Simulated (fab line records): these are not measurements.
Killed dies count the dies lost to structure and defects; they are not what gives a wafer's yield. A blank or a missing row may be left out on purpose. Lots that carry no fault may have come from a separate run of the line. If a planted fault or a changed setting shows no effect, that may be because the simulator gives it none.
Chamber matching / flow n5Finfet / N5_MOL_CONTACT_COAG_CMP_23 on cmp-01: 4 sister chambers
The step polishes, stops on SiO2, t overpolish 1.5 s, target thk 0 nm. 4 wafers are shown with their chamber, then 12 later ones without.

== WAFERS PAIRED WITH THEIR CHAMBERS ==
wafer=L084.6; chamber=2; motorCurrentA (A)=7.0
wafer=L090.1; chamber=0; motorCurrentA (A)=7.1
wafer=L090.2; chamber=1; motorCurrentA (A)=9.3
wafer=L090.3; chamber=3; motorCurrentA (A)=8.7

== WAFERS WHOSE CHAMBER IS MISSING ==
wafer=L092.1; motorCurrentA (A)=7.2
wafer=L092.4; motorCurrentA (A)=6.7
wafer=L092.6; motorCurrentA (A)=6.7
wafer=L094.1; motorCurrentA (A)=9.2
wafer=L094.2; motorCurrentA (A)=9.1
wafer=L094.5; motorCurrentA (A)=9.0
wafer=L095.2; motorCurrentA (A)=8.5
wafer=L095.3; motorCurrentA (A)=6.9
wafer=L095.5; motorCurrentA (A)=8.6
wafer=L096.2; motorCurrentA (A)=7.0
wafer=L096.4; motorCurrentA (A)=6.5
wafer=L096.6; motorCurrentA (A)=7.4

== CHAMBER TAKEN BY EACH ==
wafer=L092.1; from the rows above=can't be placed: 0 or 2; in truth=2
wafer=L092.4; from the rows above=can't be placed: 2 or 0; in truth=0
wafer=L092.6; from the rows above=can't be placed: 2 or 0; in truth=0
wafer=L094.1; from the rows above=can't be placed: 1 or 3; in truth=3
wafer=L094.2; from the rows above=can't be placed: 1 or 3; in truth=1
wafer=L094.5; from the rows above=can't be placed: 1 or 3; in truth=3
wafer=L095.2; from the rows above=3; in truth=3
wafer=L095.3; from the rows above=can't be placed: 2 or 0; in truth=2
wafer=L095.5; from the rows above=3; in truth=3
wafer=L096.2; from the rows above=can't be placed: 2 or 0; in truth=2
wafer=L096.4; from the rows above=can't be placed: 2 or 0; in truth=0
wafer=L096.6; from the rows above=can't be placed: 0 or 2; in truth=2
Correct placement for 2 of the 12. Not placeable from these rows: 10 (in 10, the candidates include the true chamber). Wrongly placed: 0.
How it was worked out, from the rows above alone: a wafer's distance from a chamber is the root of the sum, over the readings, of the square of ((its reading less the chamber's mean) divided by the reading's scatter). The wafer belongs to the nearest chamber; if the next one is less than 2 further off, it can't be placed. For every chamber, the mean is computed from those of its wafers that are shown. The scatter: root of mean squared gap, hidden wafer to nearest shown wafer, with one shown wafer a chamber.
